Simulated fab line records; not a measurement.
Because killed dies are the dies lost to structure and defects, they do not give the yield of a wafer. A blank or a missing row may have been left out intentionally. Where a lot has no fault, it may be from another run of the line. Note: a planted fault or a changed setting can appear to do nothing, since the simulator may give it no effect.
3 desks, one fault | flow n5 finfet | each desk holds nothing but its own numbers, with what lay behind them at the end

THE METROLOGY DESK
What the gauges read, lot by lot, whatever tool the lot ran on: means of the sampled wafers that have a number. The brackets show how far a lot's mean lies from the usual mean; more than 4 standard deviations puts the lot out of limits, marked OUT.
Columns: A = cd nm at N5_PASSIVATION_CD_MEAS_10, usual 2998.3 nm; B = TV_OVL at N5_PASSIVATION_OVL_MEAS_60, usual 2 nm
lot  | first seen here | A      | B
L976 | day 11 16:14    | 2994.6 | 4
L977 | day 12 16:01    | 2996.5 | -5
L992 | day 17 02:07    | 2998.6 | 2
L994 | day 17 09:11    | 2998.9 | 7
L997 | day 18 05:18    | 2998.7 | -6
L996 | day 18 05:28    | 2996.4 | -0
This desk's verdict: no lot among the 6 shows anything out of limits.

TOOL OWNER'S DESK, rie diel-01
The tool's own readings at N5_PASSIVATION_ETCH_15 (etches SiCN in CF4/N2, target depth 75 nm, time 81.2 s): means of the sampled wafers that have a number, for each lot that ran on this tool. The brackets show how far a lot's mean lies from the usual mean; more than 4 standard deviations puts the lot out of limits, marked OUT.
Columns: A = drypump motor current A at N5_PASSIVATION_ETCH_15, usual 5.9 A; B = n2 flow sccm at N5_PASSIVATION_ETCH_15, usual 60.02 sccm; C = oes product au at N5_PASSIVATION_ETCH_15, usual 0.77 a.u.; D = rf vpp V at N5_PASSIVATION_ETCH_15, usual 381.8 V; E = showerhead plenum p Torr at N5_PASSIVATION_ETCH_15, usual 2.19 Torr; F = throttle valve pct at N5_PASSIVATION_ETCH_15, usual 15.54 %
lot  | first seen here | A   | B     | C    | D     | E    | F
L976 | day 11 16:43    | 5.4 | 60.02 | 0.73 | 382.3 | 2.24 | 15.78
L992 | day 17 02:38    | 5.5 | 60.16 | 0.88 | 382.9 | 2.23 | 15.73
L994 | day 17 10:11    | 5.5 | 59.83 | 0.90 | 381.4 | 2.20 | 15.68
This desk's verdict: no lot among the 3 shows anything out of limits.

THE DEFECT DESK
Counts from the inspections along the route, per lot, as means over the sampled wafers that have a number. The brackets show how far a lot's mean lies from the usual mean; more than 4 standard deviations puts the lot out of limits, marked OUT.
Columns: A = raw defect count at N5_PASSIVATION_INSPECT_61, usual 2.1
lot  | first seen here | A
L976 | day 11 16:17    | 1.0
L977 | day 12 16:05    | 1.7
L992 | day 17 02:10    | 2.0
L994 | day 17 09:15    | 3.5
L997 | day 18 05:21    | 1.3
L996 | day 18 05:31    | 2.3
This desk's verdict: no lot among the 6 shows anything out of limits.

PUT TOGETHER
At the metrology desk, nothing out of limits was observed.
The desk of the tool owner found nothing out of limits.
Nothing the defect desk looked at was out of limits.

WHAT WAS PUT IN BY THE SIMULATOR
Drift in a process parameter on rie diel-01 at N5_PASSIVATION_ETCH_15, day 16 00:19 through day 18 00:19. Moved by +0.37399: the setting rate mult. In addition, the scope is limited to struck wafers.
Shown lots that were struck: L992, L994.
